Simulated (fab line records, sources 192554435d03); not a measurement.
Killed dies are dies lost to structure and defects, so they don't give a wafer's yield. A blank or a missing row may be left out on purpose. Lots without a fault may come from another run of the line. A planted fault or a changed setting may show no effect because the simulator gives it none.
fab line records | flow n5_finfet
record lots=11 wafers=31 last_day=17
route steps=1938 shown HKMG_FIN@398 BEOL_M4@1111 PASSIVATION@1936
lots that met no fault: from a run of the same line without faults
start_h: hours from the record's first day to the start of the lot's first wafer shown | wait_h: hours since the lot's step before | " the same as in the row above | L1.1+2: a row that stands for several wafers | - no value, or no start given | * or withheld: withheld | < > ~ a bound
route shown NAME@n: a module of which the file shows steps, and the number in the route of the first | usual: mean/standard deviation of fault-free wafers | same: alike in all rows | chamber/n: place in a boat | sites: the reading at each site | _std_site: their standard deviation | _edge_site: outer sites' mean less inner sites' | radius_mm: how far each site lies from the wafer's centre | mask NAME#n: copy n | behind: the tool/chamber that last shaped the wafer | hold: why the lot was held/for how many hours/how that ended | device: the transistor (n, p or np) that didn't switch | end of line: the same wafers' tests at the end of the route | a step without rows: its recipe alone | killed: dies lost to structure and defects at the first sort, not the wafer's yield | map: a wafer's dies, x killed, . not, _ none there
set.NAME: the setting as run; set.NAME@STEP: as run at that earlier step | model.NAME: the simulator's own value behind a step, which no gauge read
steps of the route over a sample of lots; a table a step, a row a wafer
services: from which hour (start_h, from the record's first day; less than 0 if before it) a tool's chamber was out of use, for how many hours, and why
## steps
# step N5_HKMG_FIN_CD_MEAS_49
# recipe target_cd_nm=202 landing_energy_ev=500 detector=se_inlens polarity=opening
# usual cd_nm=201.7/0.55
# columns lot.wafer tool chamber start_h wait_h cd_nm
L997.2 cd_sem-03 0 71.18 - 201.1
L997.5 " 0 " " 201.7
L997.6 " 0 " " 201.7
L998.3 cd_sem-03 0 75.79 - 201.6
L998.4 " 0 " " 202.0
L998.6 " 0 " " 201.6
L999.1 cd_sem-01 0 82.55 - 201.4
L999.3 " 0 " " 202.0
L999.5 " 0 " " 202.5
L100.1 cd_sem-01 0 89.41 - 201.7
L100.2 " 0 " " 202.0
L100.3 " 0 " " 201.9
L108.1 cd_sem-03 0 143.52 - 202.9
L108.3 " 0 " " 202.5
L109.1 cd_sem-02 0 153.18 - 201.6
L109.5 " 0 " " 201.7
L110.1 cd_sem-02 0 170.46 - 201.0
L110.4 " 0 " " 201.6
L110.5 " 0 " " 201.3
L112.1 cd_sem-02 0 172.69 - 201.4
L112.4 " 0 " " 201.1
L112.6 " 0 " " 202.2
L115.4 cd_sem-03 0 181.10 - 201.4
L115.5 " 0 " " 201.5
L115.6 " 0 " " 200.6
L118.1 cd_sem-03 0 198.41 - 202.4
L118.3 " 0 " " 202.0
L118.4 " 0 " " 201.9
L119.3 cd_sem-01 0 206.78 - 202.7
L119.4 " 0 " " 200.9
L119.6 " 0 " " 201.3
# step N5_HKMG_FIN_OVL_MEAS_50
# recipe points_per_wafer=44
# usual NDIPOLE_OVL=-0.2/0.73
# same points_per_wafer=44
# columns lot.wafer tool chamber start_h wait_h NDIPOLE_OVL[nm]
L997.2 overlay-01 0 71.21 0.0 -0.2
L997.5 " 0 " " 0.5
L997.6 " 0 " " -0.1
L998.3 overlay-02 0 75.83 0.0 -0.6
L998.4 " 0 " " 0.0
L998.6 " 0 " " -0.5
L999.1 overlay-01 0 82.58 0.0 -1.3
L999.3 " 0 " " -0.3
L999.5 " 0 " " -0.7
L100.1 overlay-01 0 89.45 0.0 -1.6
L100.2 " 0 " " -0.3
L100.3 " 0 " " -0.9
L108.1 overlay-01 0 143.55 0.0 0.3
L108.3 " 0 " " -0.5
L109.1 overlay-02 0 153.21 0.0 -0.5
L109.5 " 0 " " -0.7
L110.1 overlay-01 0 170.49 0.0 -1.0
L110.4 " 0 " " -1.7
L110.5 " 0 " " -0.8
L112.1 overlay-02 0 172.72 0.0 0.3
L112.4 " 0 " " 0.3
L112.6 " 0 " " 0.0
L115.4 overlay-01 0 181.13 0.0 0.4
L115.5 " 0 " " -0.7
L115.6 " 0 " " 0.5
L118.1 overlay-02 0 198.44 0.0 -1.2
L118.3 " 0 " " -1.6
L118.4 " 0 " " -1.3
L119.3 overlay-01 0 206.81 0.0 -1.2
L119.4 " 0 " " -0.6
L119.6 " 0 " " -0.8
# step N5_HKMG_FIN_THK_MEAS_70
# recipe thk_meas_gauge=xrf reads=HfO2_of_HKMG_FIN_HK_ALD_01
# usual HK_THK=1.587/0.02
# columns lot.wafer tool chamber start_h wait_h HK_THK[nm]
L997.2 film_metro-02 - 73.69 0.2 1.573
L997.5 " - " " 1.591
L997.6 " - " " 1.577
L998.3 film_metro-02 - 78.54 0.2 1.587
L998.4 " - " " 1.578
L998.6 " - " " 1.560
L999.1 film_metro-01 - 85.09 0.2 1.578
L999.3 " - " " 1.596
L999.5 " - " " 1.574
L100.1 film_metro-01 - 91.93 0.2 1.588
L100.2 " - " " 1.601
L100.3 " - " " 1.575
L108.1 film_metro-02 - 146.10 0.2 1.609
L108.3 " - " " 1.572
L109.1 film_metro-01 - 155.82 0.2 1.588
L109.5 " - " " 1.578
L110.1 film_metro-02 - 172.95 0.2 1.596
L110.4 " - " " 1.542
L110.5 " - " " 1.578
L112.1 film_metro-02 - 175.19 0.2 1.575
L112.4 " - " " 1.603
L112.6 " - " " 1.592
L115.4 film_metro-01 - 183.68 0.2 1.606
L115.5 " - " " 1.588
L115.6 " - " " 1.625
L118.1 film_metro-02 - 201.86 0.2 1.601
L118.3 " - " " 1.586
L118.4 " - " " 1.591
L119.3 film_metro-02 - 210.09 0.2 1.576
L119.4 " - " " 1.566
L119.6 " - " " 1.606
# step N5_HKMG_FIN_PWFM_ALD_03
# recipe material=TiN target_thk_a=20 temp_c=400 ald_precursor_family=TiCl4 ald_co_reactant=NH3 pulse_time_s=1 purge_time_s=3 co_reactant_purge_time_s=2 co_reactant_pulse_time_s=2 ald_cycles=91 pressure_torr=3
# usual ald_cycles=91/0 heater_power_w=860/93 precursor_pulse_height_rel=0.997/0.02
# columns lot.wafer tool chamber start_h wait_h ald_cycles heater_power_w precursor_pulse_height_rel
L997.2 ald_metal-02 1 73.73 0.0 91 736 0.975
L997.5 " 2 " " 91 965 1.016
L997.6 " 1 " " 91 728 1.028
L998.3 ald_metal-03 1 78.57 0.0 91 837 1.013
L998.4 " 3 " " 91 958 1.041
L998.6 " 1 " " 91 886 1.010
L999.1 ald_metal-04 1 85.12 0.0 91 770 0.956
L999.3 " 2 " " 91 875 1.022
L999.5 " 3 " " 91 787 1.007
L100.1 ald_metal-04 1 91.96 0.0 91 765 0.976
L100.2 " 3 " " 91 778 1.044
L100.3 " 2 " " 91 878 1.004
L108.1 ald_metal-04 3 146.13 0.0 91 762 1.021
L108.3 " 2 " " 88 889 1.018
L109.1 ald_metal-04 2 155.85 0.0 91 883 0.994
L109.5 " 3 " " 88 777 1.002
L110.1 ald_metal-04 1 172.99 0.0 91 799 0.975
L110.4 " 1 " " 91 781 1.006
L110.5 " 3 " " 88 794 1.001
L112.1 ald_metal-02 1 175.23 0.0 91 714 0.990
L112.4 " 0 " " 91 999 0.990
L112.6 " 1 " " 91 728 0.966
L115.4 ald_metal-02 2 183.71 0.0 91 932 1.001
L115.5 " 0 " " 91 974 0.981
L115.6 " 1 " " 91 731 1.030
L118.1 ald_metal-02 1 201.90 0.0 91 727 0.985
L118.3 " 2 " " 91 921 1.010
L118.4 " 0 " " 91 998 0.984
L119.3 ald_metal-03 2 210.13 0.0 91 820 1.026
L119.4 " 3 " " 91 949 0.999
L119.6 " 3 " " 91 938 0.977
# step N5_BEOL_M4_RC_MEAS_101
# usual DIBL_N=36.5/1.4 DIBL_P=36.6/1.9 IOFF_N=0.167/0.029 IOFF_P=0.21/0.033 ION_N=674/12 ION_P=460/8.9 SS_N=71.6/0.57 SS_P=73.4/0.61 VT_N=249/3.3 VT_P=-250/3.3
# columns lot.wafer tool chamber start_h wait_h DIBL_N[mV/V] DIBL_P[mV/V] IOFF_N[nA/um] IOFF_P[nA/um] ION_N[uA/um] ION_P[uA/um] SS_N[mV/dec] SS_P[mV/dec] VT_N[mV] VT_P[mV]
L998.3 prober-01 0 164.05 0.9 34.9 35.9 0.152 0.17 682 454 71.5 73.3 250 -254
L998.4 " 0 " " 34.5 35.7 0.133 0.18 660 449 71.4 73.7 251 -253
L998.6 " 0 " " 37.4 37.8 0.186 0.20 670 453 72.5 73.2 244 -253
L997.2 prober-01 0 178.16 0.2 33.5 31.3 0.126 0.18 677 470 70.3 72.9 250 -249
L997.5 " 0 " " 36.6 35.8 0.180 0.25 694 480 71.8 73.1 245 -247
L997.6 " 0 " " 33.2 31.9 0.119 0.18 671 460 70.9 72.5 252 -250
L999.1 prober-02 0 178.37 0.0 36.0 36.0 0.160 0.20 664 454 71.5 73.9 250 -252
L999.3 " 0 " " 34.5 33.9 0.134 0.18 657 450 71.3 73.7 252 -256
L999.5 " 0 " " 38.5 39.2 0.214 0.26 674 459 72.6 74.7 244 -247
L100.1 prober-02 0 181.24 0.0 36.0 37.2 0.162 0.23 693 478 71.3 72.9 252 -252
L100.2 " 0 " " 34.5 34.3 0.130 0.19 667 460 71.4 72.8 253 -250
L100.3 " 0 " " 36.4 36.9 0.145 0.22 659 457 72.1 73.6 252 -250
L108.1 prober-01 0 233.39 0.0 37.6 37.8 0.174 0.24 669 461 71.9 73.7 250 -250
L108.3 " 0 " " 36.9 38.0 0.172 0.23 694 473 71.3 73.5 248 -250
L109.1 prober-02 0 242.09 0.0 36.9 36.7 0.161 0.17 668 449 71.9 73.6 248 -255
L109.5 " 0 " " 36.5 36.7 0.158 0.16 672 444 72.3 73.9 247 -258
L110.1 prober-02 0 261.62 0.4 36.3 35.4 0.172 0.21 667 456 71.7 74.1 248 -250
L110.4 " 0 " " 36.7 35.9 0.179 0.22 674 460 71.3 74.2 249 -250
L110.5 " 0 " " 35.4 33.3 0.136 0.16 656 446 71.5 72.9 255 -256
L112.1 prober-01 0 265.74 0.0 37.8 38.8 0.196 0.22 677 460 71.7 73.6 245 -248
L112.4 " 0 " " 36.9 37.7 0.180 0.21 685 464 71.3 73.5 247 -250
L112.6 " 0 " " 35.8 36.3 0.148 0.19 670 461 71.3 73.9 249 -252
L115.4 prober-01 0 289.69 0.5 37.9 38.4 0.174 0.24 668 462 72.1 73.4 248 -251
L115.5 " 0 " " 39.4 41.1 0.228 0.29 703 481 71.8 74.9 245 -247
L115.6 " 0 " " 38.6 38.5 0.181 0.23 658 452 71.8 73.6 250 -251
L118.1 prober-02 0 295.18 0.0 34.0 34.6 0.139 0.20 679 465 71.0 72.8 250 -249
L118.3 " 0 " " 36.4 37.1 0.179 0.24 669 466 72.0 73.6 247 -243
L118.4 " 0 " " 36.2 37.3 0.174 0.25 674 467 71.8 73.0 248 -245
L119.3 prober-01 0 304.14 0.3 36.3 35.9 0.147 0.21 659 459 71.3 72.9 253 -249
L119.4 " 0 " " 38.2 37.1 0.161 0.23 665 457 71.4 73.6 250 -250
L119.6 " 0 " " 37.6 37.4 0.169 0.24 668 464 72.0 73.7 246 -249
# step N5_PASSIVATION_PROBE_49
# usual defect_limited_yield=91.2/1.6 killed_at_M0_to_M3=34/11 killed_at_M4_up=14/5.7 killed_at_contacts=14/6.6 killed_at_front_end=37/10 killed_at_other=4/3.2 killed_dies=104/19 killed_open=69/13 killed_short=33/8.7 sort_bin_5_function=5.1/1 sort_bin_6_memory=3.3/0.76 sort_bin_8_speed=0.00/0.016 sort_n_pass=1076/19 sort_yield_pct=91.2/1.6
# same gross_dies=1180 killed_at_back_side=0 sort_bin_4_leakage[%]=0
# columns lot.wafer tool chamber start_h wait_h defect_limited_yield[%] killed_at_M0_to_M3 killed_at_M4_up killed_at_contacts killed_at_front_end killed_at_other killed_dies killed_open killed_short sort_bin_5_function[%] sort_bin_6_memory[%] sort_bin_8_speed[%] sort_n_pass sort_yield_pct[%]
L109.1 prober-02 - 343.82 0.0 90.6 28 11 16 52 4 111 69 31 5.4 2.7 0 1069 90.6
# killed by level:class
L109.1 FIN_SAQP:geometric_particle:open=16 MOL_CONTACT_COAG:geometric_particle:open=13 BEOL_M2:geometric_particle:open=9 HKMG_FIN:area_etch=7 FIN_SAQP:geometric_particle:short=6 ILD0:geometric_particle:short=5 BEOL_M0_SAQP:geometric_particle:open=5 GATE_CUT:geometric_particle:short=4
## services
# columns tool chamber start_h hours kind
ald_metal-04 - 70.52 2.8 pm
ald_metal-04 - 80.09 1.7 repair
ald_metal-03 - 84.32 6.0 pm
ald_metal-03 2 132.89 - calibration
ald_metal-04 0 133.45 46.5 repair
ald_metal-04 - 149.32 0.6 repair
ald_metal-02 3 159.83 23.7 repair
ald_metal-04 2 165.48 - calibration
## key
first_sign step=N5_HKMG_FIN_PWFM_ALD_03 reading=ald_cycles direction=down sigmas=99+ usual=* struck=*
effect none on later readings
met_at N5_HKMG_FIN_PWFM_ALD_03
struck_lots L108,L109,L110
struck_wafers L108.3,L109.5,L110.5
baseline_loss step=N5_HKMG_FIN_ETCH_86 wafers=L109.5
not_acting_at N5_HKMG_FIN_CD_MEAS_49,N5_HKMG_FIN_OVL_MEAS_50,N5_HKMG_FIN_THK_MEAS_70
onset_between 91.96 146.13
fault kind=process_parameter_drift tool=ald_metal-04 chamber=- onset_h=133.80 steps=N5_HKMG_FIN_PWFM_ALD_03 channel=ald_cycles offset=* shape=step end_h=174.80 scope=struck_wafers_only acts_in=* stated=*
# baseline_loss: these wafers lose ten dies or more at that step, a loss of the line's own and not of a fault; the sort's usual values leave them out
